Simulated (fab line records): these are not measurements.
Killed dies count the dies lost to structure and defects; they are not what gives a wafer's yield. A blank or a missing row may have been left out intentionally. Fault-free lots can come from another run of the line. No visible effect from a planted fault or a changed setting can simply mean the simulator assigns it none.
A struck lot beside a sound one | flow nand-harc | 15 steps out of a route of 1159
Sound: these wafers, L523.1, L523.2, L523.5. Wafers L520.1, L520.2, L520.6 were the ones struck. At the end, the cause is stated.
Each step with rows lists, per side, the tool, then ch with its chambers, then its first start. Under that, the readings that differ: sound wafers | struck wafers | difference of the means | sigmas: that difference in standard deviations of wafers without a fault.
alike: readings whose means differ by less than 2 such deviations, and words and numbers that are the same on both sides. not compared: withheld readings, readings that some wafer has no value for, bounds like >300 that may hide the same value, and numbers for which the record gives no deviation and whose values overlap.
A row with sigmas, a row that says differs or no value, or rows on one side alone: a step with any of these is where the two part. Numbers that have no deviation but don't overlap get no sigmas and don't part them. A reading that every wafer of one side lacks parts them only if that side has two wafers or more.

NHARC_A_SGD_CUT_THK_MEAS_22: measures by ellipsometry.
  sound on film-metro-02, day 17 19:28; struck on film-metro-01, day 16 16:07
  alike: thk-nm
then, 2 steps without rows for these wafers: NHARC_A_SGD_CUT_SRD_23; NHARC_A_SGD_CUT_ETCH_26 (etches SiO2 in dHF, target depth 45.8 nm).
NHARC_A_SGD_CUT_ETCHBACK_24: etches the open film in CH3F/O2, target depth 50 nm, time 92.857 s.
  sound on rie-diel-03 ch 2,3, day 17 19:41; struck on rie-diel-06 ch 2,3, day 16 16:20
  alike: drypump-motor-current-A, oes-product-au, rf-vpp-V, showerhead-plenum-p-Torr, throttle-valve-pct
  not compared: rf-hours-counter-h
NHARC_A_SGD_CUT_STRIP_28: strips in O2, time 20 s.
  sound on rie-diel-03 ch 0,1,3; struck on rie-diel-06 ch 0,2,3, day 16 16:31
  reading                         | sound          | struck         | difference | sigmas
  showerhead-plenum-p-Torr (Torr) | 3.29 3.55 3.30 | 3.66 3.75 3.76 | +0.34      | +2
  alike: drypump-motor-current-A, oes-product-au, rf-vpp-V, throttle-valve-pct
  not compared: rf-hours-counter-h
NHARC_A_SGD_CUT_INSPECT_25:
  sound on defect-inspect-01, day 17 19:55; struck on defect-inspect-02, day 16 16:37
  alike: raw-defect-count
NHARC_A_SLIT_DEP_25: deposits SiO2, target thk 200 nm.
  sound on pecvd-01 ch 1,2, day 17 20:14; struck on pecvd-02 ch 0,1, day 16 16:44
  alike: heater-power-outer-w, heater-power-w, throttle-valve-pct
NHARC_A_SLIT_DEP_00: deposits aC, target thk 3200 nm.
  sound on acl-dep-03 ch 0, day 17 20:32; struck on acl-dep-02 ch 0, day 16 19:58
  alike: throttle-valve-pct
NHARC_A_SLIT_DEP_23: deposits SiON, target thk 100 nm.
  sound on pecvd-01 ch 1,2, day 17 22:29; struck on pecvd-02 ch 1,2, day 16 21:58
  alike: heater-power-outer-w, heater-power-w
then, 3 steps without rows for these wafers: NHARC_A_SLIT_DEHYDRATE_01 (time 120 s); NHARC_A_SLIT_HMDS_02 (time 30 s); NHARC_A_SLIT_COAT_03 (resist thk 90 nm).
NHARC_A_SLIT_SOFTBAKE_04: time 55 s.
  sound on litho-track-06 ch 0, day 17 22:00; struck on litho-track-04 ch 0, day 16 22:00
  reading                  | sound                | struck               | difference | sigmas
  heater-power-total-W (W) | 188.48 188.26 188.48 | 209.25 209.42 209.60 | +21.02     | +99 or more
then, 2 steps without rows for these wafers: NHARC_A_SLIT_EBR_05; NHARC_END_SORT_01.

== WHERE THEY PART ==
At NHARC_A_SGD_CUT_STRIP_28 first; at NHARC_A_SLIT_SOFTBAKE_04 last (within this record only).

WHY: whatever the simulator had introduced
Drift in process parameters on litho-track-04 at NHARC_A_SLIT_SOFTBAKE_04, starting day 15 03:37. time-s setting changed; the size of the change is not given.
